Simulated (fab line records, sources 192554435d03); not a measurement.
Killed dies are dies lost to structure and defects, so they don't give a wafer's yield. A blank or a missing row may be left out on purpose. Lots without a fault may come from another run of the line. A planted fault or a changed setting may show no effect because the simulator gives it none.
Which tool did it? | flow n5_finfet | 23 lots, 69 wafers sampled, at 5 steps of a route of 1938

WHAT THE GAUGES READ, wafer by wafer
N5_BEOL_M4_OCD_MEAS_38. Usual: trench_depth_nm 55.4 nm, standard deviation 0.91.
lot  | measured     | on     | trench_depth_nm (nm) | flag
L074 | day 7 14:56  | ocd-02 | 55.5 56.5 55.4       |
L076 | day 7 17:11  | ocd-01 | 55.6 54.7 55.2       |
L075 | day 8 07:41  | ocd-02 | 55.5 56.1 55.4       |
L077 | day 8 07:41  | ocd-01 | 55.7 55.2 54.9       |
L078 | day 8 12:09  | ocd-01 | 54.5 55.4 55.6       |
L079 | day 9 01:31  | ocd-02 | 54.9 57.2 54.7       |
L081 | day 9 09:57  | ocd-01 | 56.3 56.6 55.8       |
L082 | day 9 15:47  | ocd-02 | 54.7 55.1 54.7       |
L080 | day 9 17:40  | ocd-01 | 55.7 56.0 56.3       |
L083 | day 9 19:58  | ocd-01 | 55.9 55.0 55.4       |
L084 | day 10 00:53 | ocd-01 | 54.5 54.6 57.3       |
L085 | day 10 18:27 | ocd-01 | 56.7 53.9 56.6       |
L086 | day 11 06:58 | ocd-01 | 54.9 55.7 55.2       |
L087 | day 11 11:58 | ocd-01 | 54.3 54.3 54.6       |
L088 | day 11 15:09 | ocd-01 | 54.4 54.1 54.4       |
L090 | day 11 20:57 | ocd-01 | 56.3 55.1 54.8       |
L089 | day 12 07:04 | ocd-01 | 55.6 56.7 56.0       |
L091 | day 12 04:07 | ocd-01 | 54.7 55.3 56.0       |
L092 | day 12 11:59 | ocd-02 | 55.4 56.1 55.8       |
L094 | day 12 14:37 | ocd-02 | 54.6 57.2 55.0       |
L093 | day 12 15:14 | ocd-01 | 54.3 56.9 54.3       |
L096 | day 13 16:08 | ocd-02 | 53.9 54.2 53.7       |
L097 | day 13 19:25 | ocd-02 | 54.5 56.8 54.5       |

N5_BEOL_M4_CD_MEAS_35: target cd 18 nm, target cd y 22.4 nm. Usual: cd_nm 18.1 nm, standard deviation 0.36.
lot  | measured     | on        | cd_nm (nm)     | flag
L074 | day 7 15:05  | cd_sem-02 | 18.6 18.6 18.2 |
L076 | day 7 17:20  | cd_sem-03 | 17.8 18.6 17.5 |
L075 | day 8 07:50  | cd_sem-02 | 17.4 18.0 17.9 |
L077 | day 8 07:51  | cd_sem-01 | 18.6 18.5 18.3 |
L078 | day 8 12:19  | cd_sem-01 | 17.7 18.6 17.8 |
L079 | day 9 01:40  | cd_sem-01 | 17.5 18.1 18.0 |
L081 | day 9 10:07  | cd_sem-01 | 18.6 18.0 18.1 |
L082 | day 9 15:58  | cd_sem-01 | 19.0 18.3 18.6 |
L080 | day 9 17:49  | cd_sem-01 | 18.1 18.2 17.7 |
L083 | day 9 20:07  | cd_sem-01 | 17.8 18.1 18.2 |
L084 | day 10 01:02 | cd_sem-02 | 18.1 18.2 18.3 |
L085 | day 10 18:36 | cd_sem-01 | 17.3 16.9 17.4 |
L086 | day 11 07:13 | cd_sem-01 | 18.7 18.8 17.8 |
L087 | day 11 12:08 | cd_sem-03 | 18.4 18.1 17.8 |
L088 | day 11 15:19 | cd_sem-03 | 18.0 17.2 17.9 |
L090 | day 11 21:07 | cd_sem-02 | 18.3 17.8 18.7 |
L089 | day 12 07:13 | cd_sem-02 | 18.1 18.1 18.5 |
L091 | day 12 04:16 | cd_sem-01 | 18.5 18.4 18.3 |
L092 | day 12 12:09 | cd_sem-01 | 18.5 18.1 18.0 |
L094 | day 12 14:47 | cd_sem-01 | 18.5 18.2 18.1 |
L093 | day 12 15:23 | cd_sem-03 | 17.8 18.0 17.8 |
L096 | day 13 16:17 | cd_sem-02 | 18.2 17.7 18.1 |
L097 | day 13 19:34 | cd_sem-02 | 18.4 18.4 17.9 |

WHICH TOOL RAN EACH LOT (tool, then ch and the chambers of the sampled wafers, then the start)
lot  | N5_BEOL_M4_DESCUM_16               | N5_BEOL_M4_ETCH_64                 | N5_BEOL_M4_VIA_ETCH_34
L074 | rie_diel-04 ch 0,2,3, day 7 12:25  | rie_diel-04 ch 0,2,3, day 7 12:29  | rie_diel-04 ch 0,2, day 7 14:41
L076 | rie_diel-02 ch 0,2, day 7 14:58    | rie_diel-02 ch 0,2, day 7 15:02    | rie_diel-02 ch 2,3, day 7 16:56
L075 | rie_diel-02 ch 1,2,3, day 8 00:38  | rie_diel-02 ch 1,2,3, day 8 00:43  | rie_diel-02 ch 1,2, day 8 07:25
L077 | rie_diel-04 ch 1,2,3, day 8 02:29  | rie_diel-04 ch 1,2,3, day 8 02:34  | rie_diel-04 ch 1,2,3, day 8 07:26
L078 | rie_diel-02 ch 0,2,3, day 8 08:04  | rie_diel-02 ch 0,2,3, day 8 08:09  | rie_diel-05 ch 2,3, day 8 11:53
L079 | rie_diel-05 ch 0,1,3, day 8 23:28  | rie_diel-05 ch 0,1,3, day 8 23:33  | rie_diel-05 ch 1,2, day 9 01:16
L081 | rie_diel-02 ch 0,2, day 9 08:03    | rie_diel-02 ch 0,2, day 9 08:08    | rie_diel-04 ch 2,3, day 9 09:41
L082 | rie_diel-04 ch 2,3, day 9 13:40    | rie_diel-04 ch 2,3, day 9 13:45    | rie_diel-02 ch 2,3, day 9 15:32
L080 | rie_diel-05 ch 0,1,2, day 9 14:27  | rie_diel-05 ch 0,1,2, day 9 14:32  | rie_diel-04 ch 0,2,3, day 9 17:24
L083 | rie_diel-05 ch 0,1,2, day 9 18:26  | rie_diel-05 ch 0,1,2, day 9 18:31  | rie_diel-05 ch 2,3, day 9 19:42
L084 | rie_diel-05 ch 0,1, day 9 21:40    | rie_diel-05 ch 0,1, day 9 21:44    | rie_diel-05 ch 0,1,2, day 10 00:38
L085 | rie_diel-05 ch 0,2,3, day 10 10:29 | rie_diel-05 ch 0,2,3, day 10 10:34 | rie_diel-02 ch 1,3, day 10 18:11
L086 | rie_diel-02 ch 0,1,3, day 11 01:10 | rie_diel-02 ch 0,1,3, day 11 01:15 | rie_diel-05 ch 0,2,3, day 11 06:42
L087 | rie_diel-05 ch 1,2,3, day 11 04:11 | rie_diel-05 ch 1,2,3, day 11 04:16 | rie_diel-02 ch 0,2,3, day 11 11:43
L088 | rie_diel-05 ch 1,3, day 11 11:07   | rie_diel-05 ch 1,3, day 11 11:11   | rie_diel-05 ch 2,3, day 11 14:54
L090 | rie_diel-02 ch 0,1,3, day 11 18:38 | rie_diel-02 ch 0,1,3, day 11 18:43 | rie_diel-02 ch 0,1,3, day 11 20:41
L089 | rie_diel-05 ch 0,1, day 11 19:34   | rie_diel-05 ch 0,1, day 11 19:39   | rie_diel-04 ch 0,1,3, day 12 06:49
L091 | rie_diel-04 ch 0,3, day 12 01:01   | rie_diel-04 ch 0,3, day 12 01:06   | rie_diel-04 ch 0,1,3, day 12 03:52
L092 | rie_diel-02 ch 0,2,3, day 12 08:02 | rie_diel-02 ch 0,2,3, day 12 08:07 | rie_diel-04 ch 0,1,2, day 12 11:44
L094 | rie_diel-05 ch 0,2,3, day 12 12:42 | rie_diel-05 ch 0,2,3, day 12 12:47 | rie_diel-02 ch 0,1,2, day 12 14:22
L093 | rie_diel-04 ch 0,1,3, day 12 12:52 | rie_diel-04 ch 0,1,3, day 12 12:56 | rie_diel-02 ch 1,2,3, day 12 14:59
L096 | rie_diel-05 ch 0,2,3, day 13 06:52 | rie_diel-05 ch 0,2,3, day 13 06:56 | rie_diel-02 ch 0,3, day 13 15:53
L097 | rie_diel-05 ch 0,1,2, day 13 17:29 | rie_diel-05 ch 0,1,2, day 13 17:34 | rie_diel-02 ch 0,1,3, day 13 19:09
- N5_BEOL_M4_DESCUM_16: chemistry O2, time 7 s.
- N5_BEOL_M4_ETCH_64: etches SOC in N2/H2, target depth 75 nm, overetch 22.5 nm, time 121.9 s.
- N5_BEOL_M4_VIA_ETCH_34: etches the open film in C4F6/O2, target depth 69.4 nm, time 65.9 s.

WHAT THE TOOLS THEMSELVES READ (means of the sampled wafers that have a number; where no wafer has one, the mark that the record gives instead)
N5_BEOL_M4_DESCUM_16. Usual: drypump_motor_current_A 5.6 A, standard deviation 0.36; oes_product_au 0.81 a.u., standard deviation 0.088; rf_fwd_power_W 49.38 W, standard deviation 0.25; rf_vpp_V 243.4 V, standard deviation 1.4; showerhead_plenum_p_Torr 2.11 Torr, standard deviation 0.064; throttle_valve_pct 20.30 %, standard deviation 0.17.
lot  | tool        | drypump_motor_current_A (A) | oes_product_au (a.u.) | rf_fwd_power_W (W) | rf_vpp_V (V) | showerhead_plenum_p_Torr (Torr) | throttle_valve_pct (%) | flag
L074 | rie_diel-04 | 5.5                         | 0.82                  | 49.47              | 244.6        | 2.16                            | 20.36                  |
L076 | rie_diel-02 | 6.2                         | 0.78                  | 49.21              | 241.5        | 2.05                            | 20.34                  |
L075 | rie_diel-02 | 5.8                         | 0.87                  | 49.37              | 242.3        | 2.06                            | 20.35                  |
L077 | rie_diel-04 | 5.4                         | 0.86                  | 49.47              | 244.2        | 2.15                            | 20.25                  |
L078 | rie_diel-02 | 5.8                         | 0.81                  | 49.31              | 242.2        | 2.06                            | 20.35                  |
L079 | rie_diel-05 | 5.6                         | 0.85                  | 49.45              | 243.4        | 2.12                            | 20.37                  |
L081 | rie_diel-02 | 5.8                         | 0.78                  | 48.98              | 243.2        | 2.07                            | 20.28                  |
L082 | rie_diel-04 | 5.5                         | 0.78                  | 49.55              | 245.5        | 2.19                            | 20.46                  |
L080 | rie_diel-05 | 5.6                         | 0.83                  | 49.37              | 244.3        | 2.14                            | 20.20                  |
L083 | rie_diel-05 | 5.6                         | 0.83                  | 49.36              | 243.5        | 2.14                            | 20.20                  |
L084 | rie_diel-05 | 5.5                         | 0.91                  | 49.25              | 243.6        | 2.11                            | 20.34                  |
L085 | rie_diel-05 | 5.7                         | 0.74                  | 49.44              | 243.9        | 2.14                            | 20.23                  |
L086 | rie_diel-02 | 5.4                         | 0.84                  | 49.47              | 243.4        | 2.08                            | 20.31                  |
L087 | rie_diel-05 | 5.6                         | 0.77                  | 49.46              | 242.0        | 2.09                            | 20.27                  |
L088 | rie_diel-05 | 5.5                         | 0.84                  | 49.34              | 242.0        | 2.06                            | 20.40                  |
L090 | rie_diel-02 | 5.4                         | 0.83                  | 49.53              | 243.1        | 2.08                            | 20.34                  |
L089 | rie_diel-05 | 5.5                         | 0.86                  | 49.26              | 244.4        | 2.16                            | 20.34                  |
L091 | rie_diel-04 | 5.6                         | 0.77                  | 49.30              | 243.5        | 2.13                            | 20.32                  |
L092 | rie_diel-02 | 5.8                         | 0.78                  | 49.39              | 242.0        | 2.05                            | 20.39                  |
L094 | rie_diel-05 | 5.7                         | 0.73                  | 49.38              | 244.3        | 2.14                            | 20.27                  |
L093 | rie_diel-04 | 5.4                         | 0.81                  | 49.19              | 243.8        | 2.12                            | 20.23                  |
L096 | rie_diel-05 | 5.7                         | 0.72                  | 49.34              | 244.0        | 2.14                            | 20.27                  |
L097 | rie_diel-05 | 5.6                         | 0.79                  | 49.55              | 243.3        | 2.13                            | 20.26                  |

N5_BEOL_M4_ETCH_64. Usual: drypump_motor_current_A 5.6 A, standard deviation 0.36; h2_flow_sccm 200.0 sccm, standard deviation 0.64; n2_flow_sccm 200.0 sccm, standard deviation 0.63; oes_product_au 0.61 a.u., standard deviation 0.064; rf_fwd_power_W 836.6 W, standard deviation 2.7; rf_vpp_V 524.4 V, standard deviation 2.3; showerhead_plenum_p_Torr 2.56 Torr, standard deviation 0.085; throttle_valve_pct 17.70 %, standard deviation 0.17.
lot  | tool        | drypump_motor_current_A (A) | h2_flow_sccm (sccm) | n2_flow_sccm (sccm) | oes_product_au (a.u.) | rf_fwd_power_W (W) | rf_vpp_V (V) | showerhead_plenum_p_Torr (Torr) | throttle_valve_pct (%) | flag
L074 | rie_diel-04 | 5.5                         | 199.5               | 199.7               | 0.61                  | 835.2              | 526.1        | 2.63                            | 17.77                  |
L076 | rie_diel-02 | 6.2                         | 199.3               | 200.3               | 0.59                  | 835.4              | 522.5        | 2.47                            | 17.65                  |
L075 | rie_diel-02 | 5.8                         | 199.8               | 200.3               | 0.66                  | 837.8              | 522.8        | 2.51                            | 17.77                  |
L077 | rie_diel-04 | 5.4                         | 199.8               | 199.9               | 0.65                  | 835.5              | 526.2        | 2.62                            | 17.72                  |
L078 | rie_diel-02 | 5.8                         | 199.9               | 200.1               | 0.62                  | 836.1              | 523.0        | 2.49                            | 17.70                  |
L079 | rie_diel-05 | 5.6                         | 199.9               | 200.1               | 0.64                  | 834.4              | 523.4        | 2.57                            | 17.70                  |
L081 | rie_diel-02 | 5.8                         | 199.8               | 200.1               | 0.59                  | 835.6              | 522.7        | 2.51                            | 17.62                  |
L082 | rie_diel-04 | 5.5                         | 200.7               | 199.9               | 0.60                  | 835.7              | 526.9        | 2.65                            | 17.92                  |
L080 | rie_diel-05 | 5.6                         | 199.9               | 200.7               | 0.63                  | 836.7              | 525.2        | 2.61                            | 17.64                  |
L083 | rie_diel-05 | 5.6                         | 199.5               | 199.9               | 0.63                  | 839.1              | 525.7        | 2.61                            | 17.64                  |
L084 | rie_diel-05 | 5.5                         | 200.5               | 200.1               | 0.69                  | 836.8              | 524.6        | 2.57                            | 17.77                  |
L085 | rie_diel-05 | 5.7                         | 200.5               | 199.9               | 0.56                  | 838.2              | 525.3        | 2.60                            | 17.59                  |
L086 | rie_diel-02 | 5.4                         | 200.0               | 200.0               | 0.63                  | 837.2              | 524.7        | 2.55                            | 17.77                  |
L087 | rie_diel-05 | 5.6                         | 200.0               | 199.9               | 0.59                  | 838.3              | 523.9        | 2.53                            | 17.59                  |
L088 | rie_diel-05 | 5.5                         | 200.4               | 199.6               | 0.63                  | 838.0              | 522.8        | 2.50                            | 17.72                  |
L090 | rie_diel-02 | 5.4                         | 200.3               | 200.1               | 0.62                  | 836.7              | 523.6        | 2.54                            | 17.79                  |
L089 | rie_diel-05 | 5.5                         | 200.3               | 199.4               | 0.65                  | 837.2              | 525.3        | 2.63                            | 17.81                  |
L091 | rie_diel-04 | 5.6                         | 201.0               | 200.0               | 0.58                  | 840.0              | 525.1        | 2.58                            | 17.72                  |
L092 | rie_diel-02 | 5.8                         | 200.1               | 200.1               | 0.60                  | 835.7              | 523.2        | 2.48                            | 17.75                  |
L094 | rie_diel-05 | 5.7                         | 199.9               | 200.5               | 0.56                  | 839.0              | 526.4        | 2.59                            | 17.61                  |
L093 | rie_diel-04 | 5.4                         | 199.4               | 200.2               | 0.62                  | 833.9              | 523.5        | 2.57                            | 17.66                  |
L096 | rie_diel-05 | 5.7                         | 199.9               | 200.1               | 0.55                  | 838.9              | 526.2        | 2.59                            | 17.63                  |
L097 | rie_diel-05 | 5.6                         | 199.9               | 200.3               | 0.59                  | 836.3              | 524.1        | 2.59                            | 17.70                  |

N5_BEOL_M4_VIA_ETCH_34. Usual: drypump_motor_current_A 5.6 A, standard deviation 0.43; oes_product_au 0.80 a.u., standard deviation 0.079; rf_fwd_power_W 346.9 W, standard deviation 1.5; rf_vpp_V 663 V, standard deviation 12; showerhead_plenum_p_Torr 2.85 Torr, standard deviation 0.089; throttle_valve_pct 30.62 %, standard deviation 0.26.
lot  | tool        | drypump_motor_current_A (A) | oes_product_au (a.u.) | rf_fwd_power_W (W) | rf_vpp_V (V) | showerhead_plenum_p_Torr (Torr) | throttle_valve_pct (%) | flag
L074 | rie_diel-04 | 5.8                         | 0.75                  | 345.7              | 660          | 2.87                            | 30.66                  |
L076 | rie_diel-02 | 6.2                         | 0.80                  | 345.0              | 661          | 2.75                            | 30.68                  |
L075 | rie_diel-02 | 6.2                         | 0.82                  | 346.6              | 672          | 2.78                            | 30.69                  |
L077 | rie_diel-04 | 5.3                         | 0.86                  | 348.0              | 656          | 2.92                            | 30.70                  |
L078 | rie_diel-05 | 5.8                         | 0.71                  | 348.4              | 666          | 2.89                            | 30.29                  |
L079 | rie_diel-05 | 5.7                         | 0.79                  | 347.6              | 659          | 2.88                            | 30.34                  |
L081 | rie_diel-04 | 5.5                         | 0.78                  | 346.7              | 654          | 2.97                            | 30.98                  |
L082 | rie_diel-02 | 5.9                         | 0.82                  | 346.9              | 650          | 2.77                            | 30.79                  |
L080 | rie_diel-04 | 5.5                         | 0.79                  | 346.6              | 659          | 2.93                            | 30.78                  |
L083 | rie_diel-05 | 5.8                         | 0.70                  | 347.2              | 666          | 2.89                            | 30.29                  |
L084 | rie_diel-05 | 5.6                         | 0.82                  | 348.0              | 662          | 2.89                            | 30.38                  |
L085 | rie_diel-02 | 5.4                         | 0.87                  | 346.6              | 668          | 2.86                            | 30.90                  |
L086 | rie_diel-05 | 5.7                         | 0.74                  | 347.8              | 670          | 2.90                            | 30.35                  |
L087 | rie_diel-02 | 5.8                         | 0.78                  | 345.7              | 657          | 2.78                            | 30.70                  |
L088 | rie_diel-05 | 5.7                         | 0.68                  | 347.4              | 676          | 2.84                            | 30.46                  |
L090 | rie_diel-02 | 5.4                         | 0.82                  | 347.5              | 663          | 2.84                            | 30.80                  |
L089 | rie_diel-04 | 5.4                         | 0.81                  | 346.7              | 662          | 2.86                            | 30.49                  |
L091 | rie_diel-04 | 5.4                         | 0.81                  | 348.1              | 662          | 2.86                            | 30.51                  |
L092 | rie_diel-04 | 5.7                         | 0.77                  | 347.0              | 655          | 2.84                            | 30.66                  |
L094 | rie_diel-02 | 5.8                         | 0.78                  | 345.4              | 671          | 2.82                            | 30.71                  |
L093 | rie_diel-02 | 5.8                         | 0.80                  | 347.3              | 663          | 2.80                            | 30.83                  |
L096 | rie_diel-02 | 5.4                         | 0.77                  | 347.2              | 658          | 2.82                            | 30.70                  |
L097 | rie_diel-02 | 5.4                         | 0.81                  | 346.9              | 662          | 2.84                            | 30.81                  |

THE ANSWER, worked out from the rows above alone
Rule: a lot is off if the mean of its wafers that have a number lies more than 3 standard deviations from the usual mean. A lot without any number at a reading at which 4 lots or more have one is off too. The other lots that the step has rows for count as sound. The gauges are gone through in route order, then the tools' own readings, and for those a lot's mean is taken as printed above. The first step at which some lot is off is used, and at that step the reading that is off furthest; a lot without a number counts as furthest.
No lot is off at any reading shown: from this, nothing can be told.

WHAT THE SIMULATOR HAD PUT IN
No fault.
